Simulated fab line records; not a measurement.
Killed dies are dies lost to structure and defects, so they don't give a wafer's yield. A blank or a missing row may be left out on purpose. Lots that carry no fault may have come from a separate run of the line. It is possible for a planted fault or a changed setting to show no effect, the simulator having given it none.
fab line records    flow nand_harc
record lots=12  wafers=36  last_day=32
route steps=1302 shown A_M1@1181 END@1302
lots with no fault: from the same line, run without faults
start_h: hours from the record's opening day to when the first of the lot's shown wafers began    wait_h: hours from the lot's prior step to this one    " the same as in the row above    L1.1+2: a single row standing in for several wafers    - either no value or no given start    * or withheld: withheld    < > ~ a bound
route shown NAME@n: a module of which the file shows steps, and the number in the route of the first    usual: mean and standard deviation over wafers with no fault    same: alike in all rows    chamber/n: place in a boat    sites: readings site by site    _std_site: how widely they spread, as a standard deviation    _edge_site: mean of outer sites minus mean of inner sites    radius_mm: for every site, how far away it sits from the centre of the wafer    mask NAME#n: copy n    behind: the last tool/chamber to shape the wafer    hold: why the lot went on hold/how many hours it stayed there/how the hold came to an end    device: the n, p or np transistor that did not switch    end of line: tests of these same wafers at the route's end    a step given without rows: its recipe and nothing more    killed: not the wafer's yield, but the dies lost to structure and defects at the first sort    map: a wafer's dies, x killed, . not, _ none there
set.NAME: the setting that was run; set.NAME@STEP: the one run at that earlier step    model.NAME: the simulator's own value behind a step, which no gauge read
a sample of lots followed through the steps of the route, with each step as a table and each wafer as a row
services: the hour from which a tool's chamber was out of use, counted from the record's first day as start_h (under 0 if before that day), plus the number of hours and why
## steps
# step NHARC_A_M1_INSPECT_11
# usual raw_defect_count=82/32
lot.wafer  tool               chamber  start_h  wait_h  raw_defect_count
L873.2     defect_inspect-02  -        537.88   0.0     56
L873.4     "                  -        "        "       55
L873.5     "                  -        "        "       68
L875.1     defect_inspect-02  -        555.97   0.0     72
L875.4     "                  -        "        "       59
L875.5     "                  -        "        "       65
L878.2     defect_inspect-01  -        569.02   0.0     109
L878.3     "                  -        "        "       114
L878.4     "                  -        "        "       95
L879.3     defect_inspect-01  -        605.83   0.0     67
L879.5     "                  -        "        "       74
L879.6     "                  -        "        "       69
L880.1     defect_inspect-01  -        606.16   0.0     117
L880.4     "                  -        "        "       125
L880.6     "                  -        "        "       119
L883.1     defect_inspect-01  -        649.61   0.0     151
L883.4     "                  -        "        "       124
L883.5     "                  -        "        "       138
L887.1     defect_inspect-01  -        668.53   0.0     79
L887.3     "                  -        "        "       86
L887.6     "                  -        "        "       70
L888.2     defect_inspect-01  -        686.04   0.0     109
L888.5     "                  -        "        "       112
L888.6     "                  -        "        "       115
L890.2     defect_inspect-02  -        701.83   0.0     121
L890.3     "                  -        "        "       134
L890.5     "                  -        "        "       105
L889.2     defect_inspect-02  -        703.68   0.0     63
L889.3     "                  -        "        "       63
L889.5     "                  -        "        "       69
L891.2     defect_inspect-01  -        722.15   0.0     47
L891.4     "                  -        "        "       33
L891.5     "                  -        "        "       31
L892.2     defect_inspect-01  -        723.50   0.0     141
L892.3     "                  -        "        "       131
L892.5     "                  -        "        "       146
# step NHARC_A_M1_ETCH_15
# recipe target_depth_a=1825  time_s=91.2  c4f8_flow_sccm=withheld  ar_flow_sccm=400  rf_w=600  bias_w=300  chemistry=C4F8/Ar
# usual bias_w=299.9/0.94  chamber_pressure_mTorr=25.002/0.022  oes_product_au=0.946/0.022  rf_vpp_V=441.7/2
lot.wafer  tool         chamber  start_h  wait_h  bias_w  chamber_pressure_mTorr  oes_product_au  rf_hours_counter_h  rf_vpp_V
L873.2     rie_diel-06  2        538.11   -       300.4   24.941                  0.960           1.3                 438.8
L873.4     "            3        "        "       300.0   24.970                  0.954           1.6                 442.8
L873.5     "            2        "        "       300.5   24.997                  0.966           -                   439.5
L875.4     rie_diel-06  2        556.20   -       300.1   25.032                  0.979           2.6                 440.4
L875.1     "            1        "        "       301.5   24.982                  0.952           3.2                 442.1
L875.5     "            2        "        "       300.6   24.992                  0.983           -                   439.6
L878.4     rie_diel-04  3        569.25   -       300.4   24.976                  0.960           0.7                 441.5
L878.3     "            0        "        "       300.5   24.999                  0.941           0.5                 441.1
L878.2     "            2        "        "       298.1   25.018                  0.958           0.8                 442.5
L879.3     rie_diel-05  1        606.10   -       299.5   25.014                  0.949           0.9                 442.1
L879.6     "            1        "        "       298.2   25.012                  0.955           -                   441.8
L879.5     "            2        "        "       299.3   24.985                  0.959           -                   443.7
L880.4     rie_diel-04  0        606.40   -       300.7   25.016                  0.938           1.3                 442.1
L880.1     "            3        "        "       298.9   25.008                  0.964           1.6                 441.1
L880.6     "            0        "        "       299.3   25.030                  0.949           -                   439.4
L883.1     rie_diel-06  2        649.85   -       299.3   25.001                  0.921           6.5                 440.4
L883.4     "            0        "        "       300.6   25.003                  0.924           7.0                 441.9
L883.5     "            3        "        "       300.6   25.035                  0.915           -                   444.0
L887.1     rie_diel-05  2        668.77   -       300.4   25.021                  0.966           5.6                 445.0
L887.3     "            0        "        "       299.0   25.022                  0.938           4.7                 439.6
L887.6     "            2        "        "       302.0   25.042                  0.958           -                   441.7
L888.2     rie_diel-06  0        686.27   -       299.8   24.972                  0.984           0.4                 441.1
L888.6     "            0        "        "       300.5   25.010                  0.981           -                   440.8
L888.5     "            1        "        "       298.7   25.019                  0.958           -                   443.9
L890.3     rie_diel-06  1        702.07   -       301.6   24.991                  0.939           0.6                 442.6
L890.2     "            2        "        "       299.6   25.001                  0.937           0.8                 438.5
L890.5     "            1        "        "       300.1   25.013                  0.936           -                   441.4
L889.3     rie_diel-04  1        703.94   -       300.4   25.003                  0.943           4.0                 444.5
L889.2     "            0        "        "       299.8   25.007                  0.918           3.6                 442.2
L889.5     "            3        "        "       299.1   24.974                  0.925           -                   440.3
L891.4     rie_diel-06  3        722.38   -       -       -                       -               -                   -
L891.2     "            1        "        "       -       -                       -               -                   -
L891.5     "            3        "        "       -       -                       -               -                   -
L892.2     rie_diel-06  0        723.74   -       -       -                       -               -                   -
L892.3     "            2        "        "       -       -                       -               -                   -
L892.5     "            0        "        "       -       -                       -               -                   -
# step NHARC_A_M1_STRIP_18
# recipe power_w=1000  n2_flow_sccm=150  h2_flow_sccm=150  ar_flow_sccm=0  bias_w=0  chemistry=N2/H2
# usual drypump_motor_current_A=5.6/0.5  n2_flow_sccm=150.0/0.5  oes_product_au=0.997/0.011  rf_vpp_V=90.8/1  showerhead_plenum_p_Torr=2.06/0.068  throttle_valve_pct=14.172/0.009
lot.wafer  tool         chamber  start_h  wait_h  drypump_motor_current_A  n2_flow_sccm  oes_product_au  rf_hours_counter_h  rf_vpp_V  showerhead_plenum_p_Torr  throttle_valve_pct
L873.4     rie_diel-06  2        538.37   0.1     5.4                      150.6         0.978           1.3                 89.5      1.98                      14.180
L873.2     "            3        "        "       5.5                      149.8         0.997           1.7                 91.9      2.14                      14.165
L873.5     "            0        "        "       5.3                      150.1         0.999           -                   92.1      2.04                      14.170
L875.4     rie_diel-06  0        556.41   0.1     5.3                      149.1         1.011           3.6                 90.9      2.04                      14.170
L875.1     "            1        "        "       5.0                      150.1         0.986           3.2                 91.8      2.12                      14.162
L875.5     "            1        "        "       5.1                      149.9         0.990           -                   92.2      2.12                      14.176
L878.4     rie_diel-06  0        569.48   0.1     5.2                      150.2         1.013           3.8                 90.9      2.04                      14.165
L878.3     "            1        "        "       5.0                      150.1         0.993           3.5                 92.3      2.12                      14.165
L878.2     "            2        "        "       5.4                      150.3         0.996           2.9                 90.4      1.98                      14.173
L879.3     rie_diel-06  2        606.31   0.1     5.4                      149.6         0.991           4.3                 91.0      1.98                      14.169
L879.5     "            2        "        "       5.4                      149.2         0.999           -                   91.2      1.98                      14.169
L879.6     "            3        "        "       5.5                      151.0         0.990           -                   90.8      2.14                      14.176
L880.1     rie_diel-05  2        606.60   0.1     6.0                      150.4         1.010           1.0                 92.4      2.13                      14.184
L880.4     "            2        "        "       6.0                      150.1         1.009           -                   90.7      2.13                      14.170
L880.6     "            3        "        "       6.6                      150.1         0.997           -                   90.6      1.96                      14.177
L883.4     rie_diel-06  2        650.07   0.1     5.4                      150.1         0.999           6.5                 89.6      1.98                      14.182
L883.1     "            3        "        "       5.5                      150.1         0.974           7.4                 89.0      2.14                      14.170
L883.5     "            3        "        "       5.5                      149.3         0.985           -                   90.5      2.14                      14.169
L887.1     rie_diel-05  2        668.97   0.1     6.0                      150.3         1.004           5.7                 89.4      2.13                      14.186
L887.3     "            3        "        "       6.6                      150.3         0.989           5.4                 90.5      1.96                      14.172
L887.6     "            3        "        "       6.6                      150.2         0.981           -                   89.8      1.96                      14.178
L888.2     rie_diel-05  0        686.50   0.1     6.3                      149.7         1.003           5.9                 91.2      1.99                      14.163
L888.6     "            3        "        "       6.7                      150.9         0.983           -                   91.2      1.96                      14.171
L888.5     "            0        "        "       6.3                      150.6         1.000           -                   89.6      1.99                      14.177
L890.2     rie_diel-04  0        702.30   0.1     4.9                      149.6         0.991           3.5                 90.9      2.06                      14.167
L890.3     "            1        "        "       5.3                      149.9         1.006           3.9                 89.6      2.18                      14.155
L890.5     "            0        "        "       4.9                      149.5         0.983           -                   91.3      2.06                      14.170
L889.2     rie_diel-05  2        704.17   0.1     6.0                      150.2         1.009           6.7                 91.2      2.13                      14.171
L889.3     "            0        "        "       6.3                      149.5         0.988           6.1                 89.8      1.99                      14.172
L889.5     "            3        "        "       6.7                      149.9         0.980           -                   91.4      1.95                      14.197
L891.4     rie_diel-06  3        722.59   0.1     5.5                      149.9         0.992           1.0                 92.0      2.14                      14.177
L891.2     "            1        "        "       5.0                      149.7         0.980           2.8                 91.3      2.12                      14.183
L891.5     "            3        "        "       5.5                      150.1         0.977           -                   90.6      2.14                      14.164
L892.3     rie_diel-04  0        723.94   0.1     4.9                      150.5         1.013           0.1                 92.0      2.06                      14.177
L892.2     "            2        "        "       5.6                      149.6         1.003           0.1                 91.4      2.09                      14.163
L892.5     "            1        "        "       5.3                      151.2         1.007           -                   91.1      2.18                      14.177
# step NHARC_A_M1_PRE_CLEAN_30
# recipe time_s=30  temp_c=280  gas=H2/He
# usual heater_power_w=408/40
lot.wafer  tool            chamber  start_h  wait_h  heater_power_w
L873.4     pvd_sputter-02  -        -        -       420
L873.2     "               -        "        "       496
L873.5     "               -        "        "       437
L875.4     pvd_sputter-01  -        -        -       419
L875.1     "               -        "        "       370
L875.5     "               -        "        "       421
L878.2     pvd_sputter-01  -        -        -       342
L878.3     "               -        "        "       421
L878.4     "               -        "        "       403
L879.3     pvd_sputter-03  -        -        -       400
L879.5     "               -        "        "       367
L879.6     "               -        "        "       458
L880.1     pvd_sputter-02  -        -        -       426
L880.4     "               -        "        "       484
L880.6     "               -        "        "       425
L883.4     pvd_sputter-02  -        -        -       420
L883.1     "               -        "        "       511
L883.5     "               -        "        "       421
L887.1     pvd_sputter-03  -        -        -       463
L887.3     "               -        "        "       442
L887.6     "               -        "        "       456
L888.2     pvd_sputter-02  -        -        -       409
L888.5     "               -        "        "       407
L888.6     "               -        "        "       511
L890.2     pvd_sputter-01  -        -        -       360
L890.3     "               -        "        "       420
L890.5     "               -        "        "       370
L889.3     pvd_sputter-01  -        -        -       372
L889.2     "               -        "        "       419
L889.5     "               -        "        "       379
L891.2     pvd_sputter-02  -        -        -       396
L891.4     "               -        "        "       500
L891.5     "               -        "        "       415
L892.3     pvd_sputter-01  -        -        -       349
L892.2     "               -        "        "       395
L892.5     "               -        "        "       387
# step NHARC_END_SORT_01
# recipe temp_c=25
# usual killed_at_array=56/17  killed_at_other=1.2/1.4  killed_at_periphery=4/3.2  killed_dies=61/16  killed_open=3.6/2.1  killed_short=2.7/1.8
# same gross_dies=677
lot.wafer  tool       chamber  start_h  wait_h  killed_at_array  killed_at_other  killed_at_periphery  killed_dies  killed_open  killed_short
L892.2     prober-01  0        764.03   2.8     674              2                1                    677          2            1
L892.3     prober-01  0        764.83   3.1     673              3                1                    677          2            2
L892.5     prober-01  0        766.43   3.7     674              0                3                    677          3            2
L891.2     prober-02  0        765.76   2.8     674              0                3                    677          6            3
L891.4     prober-02  0        767.35   3.4     673              0                4                    677          2            0
L891.5     prober-02  0        768.14   3.7     676              0                1                    677          1            0
# killed by level:class
L892.2 A_M1:area_etch=587 A_SLIT:chamber_film_flake=36 A_CHANNEL_HOLE_D2:chamber_film_flake=22 A_CHANNEL_HOLE_D1:chamber_film_flake=11 A_CONTACT:chamber_film_flake=7 A_CHANNEL_FILL_D1:chamber_film_flake=3 HYBRID_BOND:chamber_film_flake=2 A_STAIRCASE:chamber_film_flake=2
L892.3 A_M1:area_etch=591 A_CHANNEL_HOLE_D2:chamber_film_flake=29 A_SLIT:chamber_film_flake=25 A_CHANNEL_HOLE_D1:chamber_film_flake=13 A_CONTACT:chamber_film_flake=4 A_M1:chamber_film_flake=3 A_CHANNEL_FILL_D1:chamber_film_flake=2 A_WL_FILL:chamber_film_flake=2
L891.2 A_M1:area_etch=631 A_CHANNEL_HOLE_D1:chamber_film_flake=23 A_SLIT:chamber_film_flake=6 A_CHANNEL_FILL_D2:chamber_film_flake=3 A_CHANNEL_FILL_D2:geometric_particle:open=2 A_STAIRCASE:chamber_film_flake=2 P_CONTACT:geometric_particle:open=1 P_M2:geometric_particle:open=1
L892.5 A_M1:area_etch=589 A_SLIT:chamber_film_flake=26 A_CHANNEL_HOLE_D2:chamber_film_flake=21 A_CHANNEL_HOLE_D1:chamber_film_flake=12 A_CONTACT:chamber_film_flake=10 A_WL_FILL:chamber_film_flake=5 A_CHANNEL_FILL_D1:chamber_film_flake=4 A_DECK1_JOINT:chamber_film_flake=2
L891.4 A_M1:area_etch=645 A_CHANNEL_HOLE_D1:chamber_film_flake=13 A_SLIT:chamber_film_flake=7 A_CHANNEL_FILL_D2:chamber_film_flake=4 P_STI:chamber_film_flake=3 A_CONTACT:chamber_film_flake=2 P_GATE:geometric_particle:open=1 A_CHANNEL_FILL_D2:geometric_particle:open=1
L891.5 A_M1:area_etch=649 A_CHANNEL_HOLE_D1:chamber_film_flake=12 A_SLIT:chamber_film_flake=5 A_CHANNEL_FILL_D2:chamber_film_flake=4 A_STAIRCASE:chamber_film_flake=2 A_CONTACT:chamber_film_flake=2 A_ONON_D2:geometric_particle:open=1 P_STI:chamber_film_flake=1
## services
tool            chamber  start_h  hours  kind
pvd_sputter-03  -        526.00   10.0   pm
rie_diel-04     -        531.93   9.0    pm
pvd_sputter-01  -        563.59   2.2    repair
pvd_sputter-01  -        571.11   7.1    repair
rie_diel-06     -        573.84   1.3    repair
rie_diel-05     0        580.32   37.0   repair
pvd_sputter-02  -        581.01   4.6    repair
rie_diel-05     -        584.10   9.0    pm
rie_diel-04     2        592.24   2.4    repair
pvd_sputter-01  -        596.88   1.0    repair
rie_diel-06     1        597.23   7.1    repair
rie_diel-05     1        624.08   2.5    repair
rie_diel-04     2        636.21   14.9   repair
pvd_sputter-02  -        638.05   10.0   pm
rie_diel-06     -        661.25   9.0    pm
rie_diel-06     1        674.62   6.2    repair
rie_diel-04     -        679.39   0.2    repair
rie_diel-04     3        689.95   8.6    repair
rie_diel-04     2        696.46   8.6    repair
rie_diel-06     3        702.62   10.4   repair
rie_diel-04     1        707.07   9.7    repair
rie_diel-04     -        708.93   9.0    pm
pvd_sputter-01  -        709.21   2.4    repair
rie_diel-05     2        722.37   12.8   repair
## key
first_sign step=NHARC_A_M1_ETCH_15  reading=tool_record  direction=missing
effect step=NHARC_END_SORT_01  reading=killed_at_array  direction=up  sigmas=37  usual=56  struck=674
more_kills_born_at NHARC_A_M1_ETCH_15@rie_diel-06=3692
met_at NHARC_A_M1_ETCH_15
struck_lots L891,L892
later_rows_left_out L891.2,L891.4,L891.5,L892.2,L892.3,L892.5
tester_left_out L892
not_acting_at NHARC_A_M1_INSPECT_11,NHARC_A_M1_STRIP_18,NHARC_A_M1_PRE_CLEAN_30
onset_between 702.07 722.38
earlier_fault kind=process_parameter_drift  tool=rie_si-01  chamber=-  onset_h=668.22  steps=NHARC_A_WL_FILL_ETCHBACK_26  channel=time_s  offset=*  shape=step  acts_in=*  stated=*
fault kind=skipped_step_whole  tool=rie_diel-05,rie_diel-06  chamber=-  onset_h=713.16  steps=NHARC_A_M1_ETCH_15  scope=struck_lots_only
# tester_left_out: of these lots the tester's yield and bins aren't shown, on N5 and GAA mostly nor the transistor test; their killed dies are dies lost to structure and defects alone, not to doping, threshold or leakage, so they don't give the yield
# later_rows_left_out: the simulator's readings of these wafers behind a module that went badly wrong aren't trusted and aren't shown, but for the sort
